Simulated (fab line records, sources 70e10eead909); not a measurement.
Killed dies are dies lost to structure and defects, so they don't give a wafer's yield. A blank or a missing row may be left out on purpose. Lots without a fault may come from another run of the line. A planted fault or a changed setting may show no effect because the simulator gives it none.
Chamber matching | flow nand_harc | NHARC_P_BONDPAD_DESCUM_11 on rie_diel-02: 4 sister chambers
The step chemistry O2, time 3 s. 22 wafers are shown with their chamber, then 11 later ones without.

WAFERS WITH THEIR CHAMBER
wafer  | chamber | drypump_motor_current_A (A) | oes_product_au (a.u.) | chamber_pressure_mTorr (mTorr)
L075.1 | 1       | 5.8                         | 1.007                 | 59.97
L075.2 | 3       | 5.7                         | 1.014                 | 59.90
L075.5 | 3       | 5.7                         | 1.011                 | 60.01
L078.4 | 2       | 6.3                         | 0.998                 | 60.05
L078.5 | 3       | 5.7                         | 1.002                 | 59.97
L078.6 | 0       | 6.0                         | 0.976                 | 59.99
L080.2 | 2       | 6.3                         | 1.012                 | 60.04
L080.4 | 0       | 6.0                         | 0.973                 | 60.07
L080.5 | 1       | 5.7                         | 1.003                 | 59.94
L081.2 | 2       | 6.3                         | 1.017                 | 60.00
L081.4 | 3       | 5.7                         | 1.019                 | 60.04
L081.5 | 1       | 5.7                         | 1.003                 | 59.94
L083.2 | 2       | 6.4                         | 1.007                 | 60.09
L083.3 | 0       | 6.0                         | 0.992                 | 60.06
L083.5 | 0       | 6.0                         | 1.000                 | 60.00
L085.1 | 3       | 5.7                         | 0.995                 | 60.03
L085.3 | 1       | 5.7                         | 1.001                 | 60.02
L085.6 | 1       | 5.7                         | 0.996                 | 59.97
L087.1 | 2       | 6.3                         | 1.016                 | 59.97
L087.2 | 0       | 6.0                         | 0.991                 | 60.01
L087.6 | 3       | 5.7                         | 0.988                 | 59.99
L089.2 | 0       | 6.0                         | 0.997                 | 60.05

SIGNATURES (means of the wafers above)
reading                 | chamber 0 | chamber 1 | chamber 2 | chamber 3 | scatter within a chamber
drypump_motor_current_A | 6.000     | 5.720     | 6.320     | 5.700     | 0.0298
oes_product_au          | 0.98817   | 1.00200   | 1.01000   | 1.00483   | 0.00953
chamber_pressure_mTorr  | 60.0300   | 59.9680   | 60.0300   | 59.9900   | 0.042
Rule: a wafer's distance from a chamber is the root of the sum, over the readings, of the square of ((its reading less the chamber's mean) divided by the reading's scatter). The wafer belongs to the nearest chamber; if the next one is less than 2 further off, it can't be placed. The scatter: the root of (the sum of the squares of (reading less its chamber's mean) over the shown wafers, divided by (wafers less chambers)).

WAFERS WITHOUT THEIR CHAMBER
wafer  | drypump_motor_current_A (A) | oes_product_au (a.u.) | chamber_pressure_mTorr (mTorr)
L089.4 | 5.8                         | 0.989                 | 59.90
L089.5 | 5.8                         | 0.990                 | 60.00
L088.3 | 5.7                         | 1.005                 | 60.08
L088.5 | 6.0                         | 0.998                 | 60.07
L088.6 | 5.7                         | 1.016                 | 59.98
L094.1 | 5.7                         | 0.999                 | 60.00
L094.4 | 5.7                         | 1.003                 | 60.00
L094.5 | 5.7                         | 0.999                 | 60.04
L097.1 | 6.3                         | 1.011                 | 59.96
L097.3 | 5.7                         | 0.993                 | 59.94
L097.4 | 6.0                         | 1.005                 | 59.92

WHICH CHAMBER EACH WENT THROUGH
wafer  | from the rows above     | in truth
L089.4 | can't be placed: 1 or 3 | 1
L089.5 | can't be placed: 1 or 3 | 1
L088.3 | can't be placed: 3 or 1 | 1
L088.5 | 0                       | 0
L088.6 | can't be placed: 3 or 1 | 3
L094.1 | can't be placed: 3 or 1 | 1
L094.4 | can't be placed: 3 or 1 | 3
L094.5 | can't be placed: 3 or 1 | 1
L097.1 | 2                       | 2
L097.3 | can't be placed: 1 or 3 | 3
L097.4 | 0                       | 0
Placed correctly: 3 of 11. Can't be placed from these rows: 8 (the true chamber is among the candidates in 8). Placed wrongly: 0.
